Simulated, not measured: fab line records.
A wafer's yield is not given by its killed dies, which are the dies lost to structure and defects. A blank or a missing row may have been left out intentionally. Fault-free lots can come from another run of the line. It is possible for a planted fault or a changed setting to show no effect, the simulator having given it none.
Split-lot experiment ; flow n5Finfet ; 39 wafers read from 7 lots, route of 1938 steps

== THE SPLIT ==
At N5_SD_EPI_P_EPI_21 (deposits SiGe:B, time 355 s), the setting timeS was moved away from the recipe's 355 s on 15 of the 39 wafers read, by -22.9% to +53.6%. This setting was run at the recipe's value on the other wafers.

Reading taken at the split's own step.

== THE READING ==
SiGe-B_of_SD_EPI_P_EPI_21.thkNm (the simulator's own value, which no gauge read), in nm, at N5_SD_EPI_P_EPI_21 (deposits SiGe:B, time 355 s). No usual value for it is given in the file. Across the 24 wafers here that went through the recipe, the average is 60.6 nm and the standard deviation 0.58 nm.

wafer;tool, chamber at the split;timeS as run, s;against the recipe;SiGe-B_of_SD_EPI_P_EPI_21.thkNm, nm;against lot-mates on the recipe
L074.1;epiRpcvd-03, 0;355;recipe;61;-
L074.4;epiRpcvd-03, 0;355;recipe;61.6;-
L074.6;epiRpcvd-03, 0;355;recipe;61.4;-
L076.1;epiRpcvd-03, 0;355;recipe;60.4;-
L076.2;epiRpcvd-03, 0;273.7;-22.9%;50.8;-9.5
L076.3;epiRpcvd-03, 0;273.7;-22.9%;50.8;-9.5
L076.4;epiRpcvd-03, 0;355;recipe;60.6;-
L076.5;epiRpcvd-03, 0;355;recipe;60;-
L076.6;epiRpcvd-03, 0;273.7;-22.9%;51.2;-9.1
L077.1;epiRpcvd-03, 0;545.3;+53.6%;81.4;+21.8
L077.2;epiRpcvd-03, 0;545.3;+53.6%;80.4;+20.8
L077.3;epiRpcvd-03, 0;355;recipe;59.6;-
L077.4;epiRpcvd-03, 0;355;recipe;59.6;-
L077.6;epiRpcvd-03, 0;355;recipe;59.6;-
L077.5;epiRpcvd-03, 0;545.3;+53.6%;81.2;+21.6
L091.1;epiRpcvd-01, 0;355;recipe;60.6;-
L091.3;epiRpcvd-01, 0;355;recipe;60.6;-
L091.4;epiRpcvd-01, 0;355;recipe;60.6;-
L091.2;epiRpcvd-01, 0;355;recipe;60.2;-
L091.5;epiRpcvd-01, 0;355;recipe;60.8;-
L091.6;epiRpcvd-01, 0;355;recipe;60.4;-
L092.1;epiRpcvd-04, 0;355;recipe;60;-
L092.2;epiRpcvd-04, 0;511.9;+44.2%;78.4;+18.1
L092.3;epiRpcvd-04, 0;511.9;+44.2%;78;+17.7
L092.4;epiRpcvd-04, 0;355;recipe;60.6;-
L092.5;epiRpcvd-04, 0;355;recipe;60.4;-
L092.6;epiRpcvd-04, 0;511.9;+44.2%;79;+18.7
L093.1;epiRpcvd-03, 0;355;recipe;61;-
L093.2;epiRpcvd-03, 0;355;recipe;61.4;-
L093.3;epiRpcvd-03, 0;355;recipe;61.8;-
L093.4;epiRpcvd-03, 0;502.5;+41.5%;78.6;+17.2
L093.5;epiRpcvd-03, 0;502.5;+41.5%;77;+15.6
L093.6;epiRpcvd-03, 0;502.5;+41.5%;77.6;+16.2
L095.1;epiRpcvd-04, 0;355;recipe;60.6;-
L095.5;epiRpcvd-04, 0;355;recipe;60.6;-
L095.2;epiRpcvd-04, 0;294.1;-17.2%;53;-7.5
L095.3;epiRpcvd-04, 0;294.1;-17.2%;53.6;-6.9
L095.4;epiRpcvd-04, 0;294.1;-17.2%;52.8;-7.7
L095.6;epiRpcvd-04, 0;355;recipe;60.4;-

THE FIT
A straight line over all 39 wafers: SiGe-B_of_SD_EPI_P_EPI_21.thkNm changes by +0.401 nm for each +1% of timeS; r = +1.00; the points scatter about the line by 0.66 nm.
The same after taking each lot's own level away (the mean of its wafers on the recipe; 39 wafers): +0.404 nm for each +1%; r = +1.00; scatter 0.38 nm.
According to that fit, moving timeS by its largest amount changes the reading by 22 nm.
Across the lots, their own levels run from 59.60 to 61.40 nm, a range of 3.1 times the standard deviation given above.
The two slopes are in agreement: the lot-to-lot level therefore moves the slope only a little.
Check: with one of the wafers moved furthest among these (+53.6%) left out of the fit, the line predicts +21.5 nm for it against its lot-mates. It came out at +21.8 nm against them.

== OTHER SPLITS APPLIED TO THESE WAFERS ==
Note: prior to the reading, these wafers also went through further splits. Each is held against what the fit with the lots' levels taken away leaves over:
other split on the same wafers;wafers away from the commonest value;r with SiGe-B_of_SD_EPI_P_EPI_21.thkNm (lot level and that fit taken away)
N5_STI_FIN_REVEAL_ALD_00 targetThkA;12;+0.01

== THE WHOLE CHAIN: every reading that the file lists as answering this split, in the file's order ==
step;what it does;reading;change (the file's fit);r (the file's)
N5_SD_EPI_P_EPI_21;deposits SiGe:B, time 355 s;SiGe-B_of_SD_EPI_P_EPI_21.thkNm (the simulator's own value, which no gauge read);+0.403 nm for each +1% of the setting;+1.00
N5_SD_EPI_P_EPI_MEAS_23;;thkNm;withheld for each +1% of the setting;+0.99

== THE FILE'S OWN FIT ==
SiGe-B_of_SD_EPI_P_EPI_21.thkNm changes by +0.403 nm for each +1% of timeS, r = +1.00.
